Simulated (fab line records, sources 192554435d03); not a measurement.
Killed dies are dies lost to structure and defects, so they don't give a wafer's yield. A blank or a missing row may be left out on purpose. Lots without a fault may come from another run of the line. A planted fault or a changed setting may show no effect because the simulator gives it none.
A struck lot beside a sound one | flow n5_finfet | 15 steps out of a route of 1938
Sound: wafers L133.1, L133.2, L133.6. Struck: wafers L138.3, L138.6. (L138.2 of the same lot was not struck and is left out.) The cause comes at the end.
At each step with rows: each side's tool, then ch and its chambers, then its first start. Under that, the readings that differ: sound wafers | struck wafers | difference of the means | sigmas: that difference in standard deviations of wafers without a fault.
alike: readings whose means differ by less than 2 such deviations, and words and numbers that are the same on both sides. not compared: withheld readings, readings that some wafer has no value for, bounds like >300 that may hide the same value, and numbers for which the record gives no deviation and whose values overlap.
The two part at a step that has a row with sigmas, a row that says differs or no value, or rows on one side only. Numbers that don't overlap but have no deviation are shown without sigmas and don't part them. A reading that every wafer of one side lacks parts them only if that side has two wafers or more.

first, 3 steps without rows for these wafers: N5_MOL_CONTACT_COAG_ETCH_106 (etches SOC in N2/H2, target depth 80 nm, overetch 16 nm, time 120 s); N5_MOL_CONTACT_COAG_STRIP_107 (strips in N2/H2); N5_MOL_CONTACT_COAG_STRIP_108 (strips in N2/H2).
N5_MOL_CONTACT_COAG_CONTACT_ETCH_14: etches SiO2 in C4F6/O2, target depth 27.5 nm, overetch 8.5 nm, time 20 s.
  sound on rie_diel-03 ch 0,3, day 7 02:44; struck on rie_diel-03 ch 3, day 8 07:49
  alike: drypump_motor_current_A, oes_product_au, rf_vpp_V, showerhead_plenum_p_Torr, throttle_valve_pct
  not compared: rf_hours_counter_h
then, 1 step without rows for these wafers: N5_MOL_CONTACT_COAG_STRIP_109 (strips in C4F6/O2).
N5_MOL_CONTACT_COAG_ETCH_15: etches SiNx in CH3F/O2, stops on Si:P, target depth 7 nm.
  sound on rie_diel-03 ch 0,3, day 7 02:46; struck on rie_diel-03 ch 3, day 8 07:50
  alike: drypump_motor_current_A, oes_product_au, rf_vpp_V, showerhead_plenum_p_Torr, throttle_valve_pct
  not compared: rf_hours_counter_h
N5_MOL_CONTACT_COAG_ETCH_110: etches Si in CF4/O2, target depth 2.5 nm, time 8 s.
  sound on rie_diel-03 ch 0,3, day 7 02:50; struck on rie_diel-03 ch 3, day 8 07:54
  alike: drypump_motor_current_A, oes_product_au, rf_vpp_V, showerhead_plenum_p_Torr, throttle_valve_pct
  not compared: rf_hours_counter_h
then, 1 step without rows for these wafers: N5_MOL_CONTACT_COAG_STRIP_98 (strips in N2/H2).
N5_MOL_CONTACT_COAG_CD_MEAS_99: target cd 17.2 nm.
  sound on cd_sem-01, day 7 02:57; struck on cd_sem-03, day 8 08:01
  alike: cd_nm
then, 2 steps without rows for these wafers: N5_MOL_CONTACT_COAG_IMPLANT_129; N5_MOL_CONTACT_COAG_PRECLEAN_111 (cleans in NF3:NH3, afs cycles 1, time 20 s, sublimation time 60 s).
N5_MOL_CONTACT_COAG_TI_SIL_19: material Ti, target thk 4.2 nm, time 15 s.
  sound on pvd_sputter-03, day 7 03:31; struck on pvd_sputter-02, day 8 08:47
  alike: cathode_dc_power_W, chamber_pressure_pa, throttle_valve_pct
N5_MOL_CONTACT_COAG_ALD_20: deposits TiN, target thk 1.5 nm, pulse time 1 s, purge time 3 s.
  sound on ald_metal-04 ch 0,2, day 7 03:38; struck on ald_metal-04 ch 0, day 8 08:55
  reading              | sound                | struck        | difference | sigmas
  susceptor_temp_C (C) | 400.44 399.94 400.45 | 409.77 409.48 | +9.35      | +42
  alike: heater_power_w, precursor_pulse_height_rel
  not compared: since_wet_clean_h
N5_MOL_CONTACT_COAG_SIL_ANNEAL_21: time 60 s.
  sound on rtp_anneal-02 ch 0, day 7 04:02; struck on rtp_anneal-02 ch 0, day 8 09:19
  alike: lamp_power_pct, lamp_zone_2_pct, wafer_temp_C_max
-- the record jumps here: 8 days lie between the struck wafers' starts before and after (it left off in module MOL_CONTACT_COAG and takes up again in module PASSIVATION, whose first step shown is number 1936 of the route) --
N5_PASSIVATION_PROBE_49:
  sound on prober-01, day 14 22:46; struck on prober-02, day 16 03:04
  alike: killed_at_M0_to_M3, killed_at_M4_up, killed_at_contacts, killed_at_front_end, killed_at_other, killed_dies, killed_open, killed_short

WHERE THEY PART
Only at N5_MOL_CONTACT_COAG_ALD_20, within this record. Later steps at which nothing parts them and some readings are alike: N5_MOL_CONTACT_COAG_SIL_ANNEAL_21, N5_PASSIVATION_PROBE_49.

WHY: what the simulator had put in
Process parameter drift: ald_metal-04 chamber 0, from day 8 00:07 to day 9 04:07, at N5_MOL_CONTACT_COAG_ALD_20. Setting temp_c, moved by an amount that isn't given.
